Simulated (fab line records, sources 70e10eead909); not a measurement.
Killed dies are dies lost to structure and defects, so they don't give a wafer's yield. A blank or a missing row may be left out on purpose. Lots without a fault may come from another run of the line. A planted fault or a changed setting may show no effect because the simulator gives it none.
Tool commonality check | flow nand_harc | 12 lots, 36 wafers sampled

WHY IT WAS OPENED
At NHARC_P_CONTACT_OVL_MEAS_13 the reading overlay_x_nm is flagged on 3 of 12 lots. Wafers without a fault read -0.1 nm, standard deviation 0.86.
Rule: a lot is flagged when every wafer of it that has a number lies more than 4 standard deviations from that mean, or none has a number. The other lots count as sound.

lot  | measured     | on         | overlay_x_nm (nm), wafer by wafer | flag
L570 | day 6 04:07  | overlay-02 | -1.4 -1.4 -1.7                    |
L571 | day 6 19:28  | overlay-01 | 0.2 -0.1 -0.4                     |
L574 | day 7 09:53  | overlay-01 | -1.6 -1.2 -0.8                    |
L575 | day 7 14:02  | overlay-01 | 0.4 0.5 0.8                       |
L577 | day 7 22:53  | overlay-01 | -0.8 -0.3 -0.9                    |
L580 | day 8 21:31  | overlay-01 | 0.7 0.7 0.9                       |
L579 | day 8 22:52  | overlay-01 | 13.2 13.4 12.8                    | FLAGGED
L582 | day 9 09:42  | overlay-01 | 12.0 12.2 12.2                    | FLAGGED
L584 | day 9 15:51  | overlay-01 | 11.0 11.3 11.8                    | FLAGGED
L587 | day 10 14:25 | overlay-02 | 0.6 0.5 0.7                       |
L588 | day 10 20:14 | overlay-01 | 0.3 0.1 0.5                       |
L590 | day 11 05:22 | overlay-02 | 1.0 0.8 0.5                       |
The numbers of the flagged lots are 12.2 nm on average: +12.3 nm against the usual, or +14 standard deviations.

WHICH TOOL RAN EACH LOT
The record holds 1 process step before the reading, out of a route of 1159 steps. In each cell: the tool, then ch and the chambers that the sampled wafers went through, then the start.
lot  | flag    | NHARC_P_CONTACT_EXPOSE_09
L570 |         | arfi_scanner-02 ch 0, day 6 03:53
L571 |         | arfi_scanner-01 ch 0, day 6 19:16
L574 |         | arfi_scanner-03 ch 0, day 7 09:39
L575 |         | arfi_scanner-02 ch 0, day 7 13:49
L577 |         | arfi_scanner-01 ch 0, day 7 22:39
L580 |         | arfi_scanner-01 ch 0, day 8 21:17
L579 | FLAGGED | arfi_scanner-02 ch 0, day 8 22:38
L582 | FLAGGED | arfi_scanner-02 ch 0, day 9 09:29
L584 | FLAGGED | arfi_scanner-02 ch 0, day 9 15:37
L587 |         | arfi_scanner-01 ch 0, day 10 14:11
L588 |         | arfi_scanner-01 ch 0, day 10 20:01
L590 |         | arfi_scanner-03 ch 0, day 11 05:09
What these steps do:
- NHARC_P_CONTACT_EXPOSE_09: exposes mask P CA, target cd 90 nm.
- NHARC_P_CONTACT_OVL_MEAS_13

FLAGGED OVER TOTAL, TOOL BY TOOL (the gauges that took the reading come last)
step                        | tool            | lots run | flagged | share of the flagged lots | sound lots run after its first flagged lot
NHARC_P_CONTACT_EXPOSE_09   | arfi_scanner-01 | 5        | 0       | none                      | -
NHARC_P_CONTACT_EXPOSE_09   | arfi_scanner-02 | 5        | 3       | all                       | 0
NHARC_P_CONTACT_EXPOSE_09   | arfi_scanner-03 | 2        | 0       | none                      | -
NHARC_P_CONTACT_OVL_MEAS_13 | overlay-01      | 9        | 3       | all                       | 1 (L588)
NHARC_P_CONTACT_OVL_MEAS_13 | overlay-02      | 3        | 0       | none                      | -

WHAT THE TABLE ALLOWS
2 rows of the table ran every flagged lot: arfi_scanner-02 at NHARC_P_CONTACT_EXPOSE_09, overlay-01 at NHARC_P_CONTACT_OVL_MEAS_13.
- arfi_scanner-02 at NHARC_P_CONTACT_EXPOSE_09: 3 of its 5 lots flagged. Its last sound lot is L575 (day 7 13:49), its first flagged lot L579 (day 8 22:38): a fault that began between those two fits.
- overlay-01 at NHARC_P_CONTACT_OVL_MEAS_13: 3 of its 9 lots flagged. Sound lots ran on it after the first flagged one (L588), which a lasting fault on the whole tool wouldn't allow.
One tool is left: arfi_scanner-02 at NHARC_P_CONTACT_EXPOSE_09.

WHAT THE SIMULATOR HAD PUT IN
Scanner matching overlay: arfi_scanner-02, from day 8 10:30 on, at NHARC_P_CONTACT_EXPOSE_09. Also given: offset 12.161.
Lots struck among those shown: L579, L582, L584. The rule above found the same.
